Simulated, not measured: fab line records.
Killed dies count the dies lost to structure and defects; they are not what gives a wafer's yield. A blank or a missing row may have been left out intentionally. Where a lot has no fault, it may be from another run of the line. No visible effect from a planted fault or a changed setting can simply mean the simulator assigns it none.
Matching of chambers :: flow nandHarc :: rieDiel-10 running NHARC_A_SLIT_DESCUM_14: 4 sister chambers
The step chemistry O2, time 3 s. 8 wafers are shown with their chamber, then 9 later ones without.

WAFERS PAIRED WITH THEIR CHAMBERS
wafer: L078.5
chamber: 3
drypumpMotorCurrentA (A): 5.7
oesProductAu (a.u.): 1.020

wafer: L080.2
chamber: 2
drypumpMotorCurrentA (A): 4.8
oesProductAu (a.u.): 1.008

wafer: L082.1
chamber: 0
drypumpMotorCurrentA (A): 5.6
oesProductAu (a.u.): 0.994

wafer: L085.3
chamber: 3
drypumpMotorCurrentA (A): 5.8
oesProductAu (a.u.): 1.017

wafer: L085.5
chamber: 2
drypumpMotorCurrentA (A): 4.9
oesProductAu (a.u.): 0.994

wafer: L087.1
chamber: 1
drypumpMotorCurrentA (A): 5.7
oesProductAu (a.u.): 1.004

wafer: L087.2
chamber: 0
drypumpMotorCurrentA (A): 5.6
oesProductAu (a.u.): 0.989

wafer: L087.5
chamber: 1
drypumpMotorCurrentA (A): 5.7
oesProductAu (a.u.): 1.017

WAFERS WITHOUT THEIR CHAMBER
wafer: L090.1
drypumpMotorCurrentA (A): 5.6
oesProductAu (a.u.): 0.984

wafer: L090.3
drypumpMotorCurrentA (A): 5.7
oesProductAu (a.u.): 1.008

wafer: L090.5
drypumpMotorCurrentA (A): 5.7
oesProductAu (a.u.): 1.010

wafer: L093.2
drypumpMotorCurrentA (A): 5.6
oesProductAu (a.u.): 0.991

wafer: L093.5
drypumpMotorCurrentA (A): 4.8
oesProductAu (a.u.): 1.006

wafer: L093.6
drypumpMotorCurrentA (A): 5.8
oesProductAu (a.u.): 1.002

wafer: L097.2
drypumpMotorCurrentA (A): 5.8
oesProductAu (a.u.): 1.003

wafer: L097.3
drypumpMotorCurrentA (A): 5.7
oesProductAu (a.u.): 1.014

wafer: L097.4
drypumpMotorCurrentA (A): 4.8
oesProductAu (a.u.): 0.984

WHICH CHAMBER EACH WENT THROUGH
wafer: L090.1
from the rows above: 0
in truth: 0

wafer: L090.3
from the rows above: can't be placed: 1 or 3
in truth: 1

wafer: L090.5
from the rows above: can't be placed: 1 or 3
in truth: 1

wafer: L093.2
from the rows above: 0
in truth: 0

wafer: L093.5
from the rows above: 2
in truth: 2

wafer: L093.6
from the rows above: can't be placed: 1 or 3 or 0
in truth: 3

wafer: L097.2
from the rows above: can't be placed: 1 or 3
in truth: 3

wafer: L097.3
from the rows above: can't be placed: 1 or 3
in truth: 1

wafer: L097.4
from the rows above: 2
in truth: 2
4 of 9 placed correctly. Can't be placed from these rows: 5 (the true chamber is among the candidates in 5). 0 placed wrongly.
How it was worked out, from the rows above alone: a wafer's distance from a chamber is the root of the sum, over the readings, of the square of ((its reading less the chamber's mean) divided by the reading's scatter). If the next closest chamber is less than 2 further off than the closest, the wafer can't be placed; otherwise it belongs to the closest. For every chamber, the mean is computed from those of its wafers that are shown. How the scatter is found: for the shown wafers, subtract from each reading the mean of its chamber, square and add these, divide the total by (wafers less chambers), then take the root.
